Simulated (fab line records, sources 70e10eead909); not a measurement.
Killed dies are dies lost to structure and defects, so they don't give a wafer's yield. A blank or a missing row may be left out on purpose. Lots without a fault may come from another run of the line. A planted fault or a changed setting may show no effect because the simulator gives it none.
Which tool did it? | flow nand_harc | 24 lots, 72 wafers sampled, at 4 steps of a route of 1159

WHAT THE GAUGES READ, wafer by wafer
NHARC_A_CONTACT_CD_MEAS_80. Usual: cd_nm 189.4 nm, standard deviation 0.82.
lot  | measured     | on        | cd_nm (nm)        | flag
L074 | day 16 20:40 | cd_sem-02 | 190.6 190.4 190.2 |
L075 | day 17 02:09 | cd_sem-01 | 189.9 190.2 189.5 |
L077 | day 17 04:58 | cd_sem-02 | 188.5 189.1 189.9 |
L079 | day 17 05:47 | cd_sem-03 | 187.6 187.0 187.6 |
L076 | day 17 10:07 | cd_sem-03 | 188.6 188.9 189.5 |
L078 | day 17 11:48 | cd_sem-01 | 188.4 188.5 188.7 |
L081 | day 18 05:15 | cd_sem-02 | 190.5 189.8 190.4 |
L080 | day 18 14:16 | cd_sem-01 | 189.5 190.1 190.3 |
L083 | day 18 15:15 | cd_sem-01 | 190.2 189.1 189.4 |
L082 | day 19 06:07 | cd_sem-03 | 189.9 189.4 190.2 |
L084 | day 19 09:45 | cd_sem-01 | 190.1 189.9 190.1 |
L086 | day 19 21:55 | cd_sem-01 | 191.0 190.4 190.2 |
L087 | day 19 23:25 | cd_sem-01 | 190.1 189.9 189.6 |
L085 | day 20 02:53 | cd_sem-02 | 189.3 189.3 189.4 |
L089 | day 20 10:15 | cd_sem-03 | 188.5 188.8 188.5 |
L088 | day 20 12:40 | cd_sem-01 | 189.5 189.8 189.6 |
L091 | day 21 01:17 | cd_sem-03 | 190.3 190.0 190.5 |
L090 | day 21 03:49 | cd_sem-03 | 189.0 189.2 188.8 |
L093 | day 21 10:50 | cd_sem-02 | 189.8 189.2 190.2 |
L094 | day 21 12:31 | cd_sem-02 | 187.7 188.5 188.0 |
L092 | day 22 02:49 | cd_sem-02 | 189.7 189.4 189.8 |
L096 | day 22 03:36 | cd_sem-02 | 189.5 189.7 189.4 |
L095 | day 22 07:33 | cd_sem-02 | 188.0 188.8 188.6 |
L097 | day 22 18:16 | cd_sem-02 | 189.4 189.7 189.5 |

WHICH TOOL RAN EACH LOT (tool, then ch and the chambers of the sampled wafers, then the start)
lot  | NHARC_A_CONTACT_ETCH_121             | NHARC_A_CONTACT_DEP_57        | NHARC_A_CONTACT_ETCH_126
L074 | har_cap_etch-02 ch 0,1, day 16 11:30 | acl_dep-02 ch 0, day 16 14:35 | har_cap_etch-01 ch 0,1, day 16 18:52
L075 | har_cap_etch-03 ch 0,1, day 16 17:13 | acl_dep-03 ch 0, day 16 20:01 | har_cap_etch-01 ch 0,1, day 17 00:20
L077 | har_cap_etch-02 ch 0,1, day 16 19:28 | acl_dep-03 ch 0, day 16 23:00 | har_cap_etch-03 ch 0,1, day 17 03:13
L079 | har_cap_etch-02 ch 0,1, day 16 21:24 | acl_dep-02 ch 0, day 16 23:36 | har_cap_etch-02 ch 0,1, day 17 04:01
L076 | har_cap_etch-03 ch 0,1, day 17 01:42 | acl_dep-02 ch 0, day 17 03:46 | har_cap_etch-03 ch 0,1, day 17 07:59
L078 | har_cap_etch-01 ch 0,1, day 17 03:13 | acl_dep-02 ch 0, day 17 05:28 | har_cap_etch-02 ch 0, day 17 09:41
L081 | har_cap_etch-03 ch 0,1, day 17 21:17 | acl_dep-02 ch 0, day 17 23:31 | har_cap_etch-01 ch 0,1, day 18 03:30
L080 | har_cap_etch-02 ch 0,1, day 18 05:02 | acl_dep-02 ch 0, day 18 06:58 | har_cap_etch-02 ch 0,1, day 18 12:29
L083 | har_cap_etch-03 ch 0,1, day 18 06:42 | acl_dep-01 ch 0, day 18 08:47 | har_cap_etch-03 ch 0,1, day 18 13:04
L082 | har_cap_etch-03 ch 0,1, day 18 22:04 | acl_dep-03 ch 0, day 19 00:00 | har_cap_etch-02 ch 0,1, day 19 04:05
L084 | har_cap_etch-01 ch 0,1, day 19 00:21 | acl_dep-03 ch 0, day 19 03:51 | har_cap_etch-03 ch 0,1, day 19 07:58
L086 | har_cap_etch-02 ch 0,1, day 19 13:29 | acl_dep-03 ch 0, day 19 15:58 | har_cap_etch-01 ch 0,1, day 19 19:46
L087 | har_cap_etch-03 ch 0,1, day 19 14:24 | acl_dep-03 ch 0, day 19 17:59 | har_cap_etch-03 ch 0,1, day 19 21:41
L085 | har_cap_etch-02 ch 0,1, day 19 18:51 | acl_dep-01 ch 0, day 19 20:48 | har_cap_etch-01 ch 0,1, day 20 01:07
L089 | har_cap_etch-02 ch 0,1, day 20 01:16 | acl_dep-03 ch 0, day 20 05:01 | har_cap_etch-03 ch 0,1, day 20 08:30
L088 | har_cap_etch-02 ch 0,1, day 20 03:38 | acl_dep-02 ch 0, day 20 06:43 | har_cap_etch-01 ch 0,1, day 20 10:53
L091 | har_cap_etch-03 ch 0,1, day 20 16:58 | acl_dep-03 ch 0, day 20 19:40 | har_cap_etch-01 ch 0,1, day 20 23:29
L090 | har_cap_etch-02 ch 0,1, day 20 19:17 | acl_dep-03 ch 0, day 20 22:03 | har_cap_etch-03 ch 0,1, day 21 02:04
L093 | har_cap_etch-03 ch 0, day 20 23:05   | acl_dep-03 ch 0, day 21 05:21 | har_cap_etch-02 ch 0, day 21 09:04
L094 | har_cap_etch-02 ch 0,1, day 21 01:26 | acl_dep-03 ch 0, day 21 07:04 | har_cap_etch-03 ch 0,1, day 21 10:46
L092 | har_cap_etch-03 ch 0,1, day 21 18:47 | acl_dep-03 ch 0, day 21 21:01 | har_cap_etch-02 ch 0,1, day 22 00:55
L096 | har_cap_etch-01 ch 0,1, day 21 19:39 | acl_dep-02 ch 0, day 21 22:26 | har_cap_etch-01 ch 0,1, day 22 01:45
L095 | har_cap_etch-03 ch 0,1, day 21 22:19 | acl_dep-02 ch 0, day 22 01:13 | har_cap_etch-01 ch 0,1, day 22 05:24
L097 | har_cap_etch-03 ch 0,1, day 22 09:37 | acl_dep-01 ch 0, day 22 11:59 | har_cap_etch-03 ch 0,1, day 22 16:29
- NHARC_A_CONTACT_ETCH_121: etches the open film in C4F8/O2/Ar, time 94 s, target depth 922 nm.
- NHARC_A_CONTACT_DEP_57: deposits aC, target thk 2800 nm.
- NHARC_A_CONTACT_ETCH_126: etches the open film in C4F8/O2/Ar, time 155 s, target depth 956 nm.

WHAT THE TOOLS THEMSELVES READ (means of the sampled wafers that have a number; where no wafer has one, the mark that the record gives instead)
NHARC_A_CONTACT_DEP_57. Usual: throttle_valve_pct 35.000 %, standard deviation 0.0095.
lot  | tool       | throttle_valve_pct (%) | flag
L074 | acl_dep-02 | 35.002                 |
L075 | acl_dep-03 | 34.994                 |
L077 | acl_dep-03 | 34.995                 |
L079 | acl_dep-02 | 35.000                 |
L076 | acl_dep-02 | 35.000                 |
L078 | acl_dep-02 | 34.994                 |
L081 | acl_dep-02 | 34.992                 |
L080 | acl_dep-02 | 34.998                 |
L083 | acl_dep-01 | 35.001                 |
L082 | acl_dep-03 | 34.995                 |
L084 | acl_dep-03 | 35.001                 |
L086 | acl_dep-03 | 34.997                 |
L087 | acl_dep-03 | 35.001                 |
L085 | acl_dep-01 | 35.003                 |
L089 | acl_dep-03 | 35.002                 |
L088 | acl_dep-02 | 35.002                 |
L091 | acl_dep-03 | 34.995                 |
L090 | acl_dep-03 | 34.996                 |
L093 | acl_dep-03 | 35.003                 |
L094 | acl_dep-03 | 35.002                 |
L092 | acl_dep-03 | 34.998                 |
L096 | acl_dep-02 | 34.994                 |
L095 | acl_dep-02 | 35.003                 |
L097 | acl_dep-01 | 34.994                 |

THE ANSWER, worked out from the rows above alone
Rule: a lot is off if the mean of its wafers that have a number lies more than 3 standard deviations from the usual mean. A lot without any number at a reading at which 4 lots or more have one is off too. The other lots that the step has rows for count as sound. The gauges are gone through in route order, then the tools' own readings, and for those a lot's mean is taken as printed above. The first step at which some lot is off is used, and at that step the reading that is off furthest; a lot without a number counts as furthest.
No lot is off at any reading shown: from this, nothing can be told.

WHAT THE SIMULATOR HAD PUT IN
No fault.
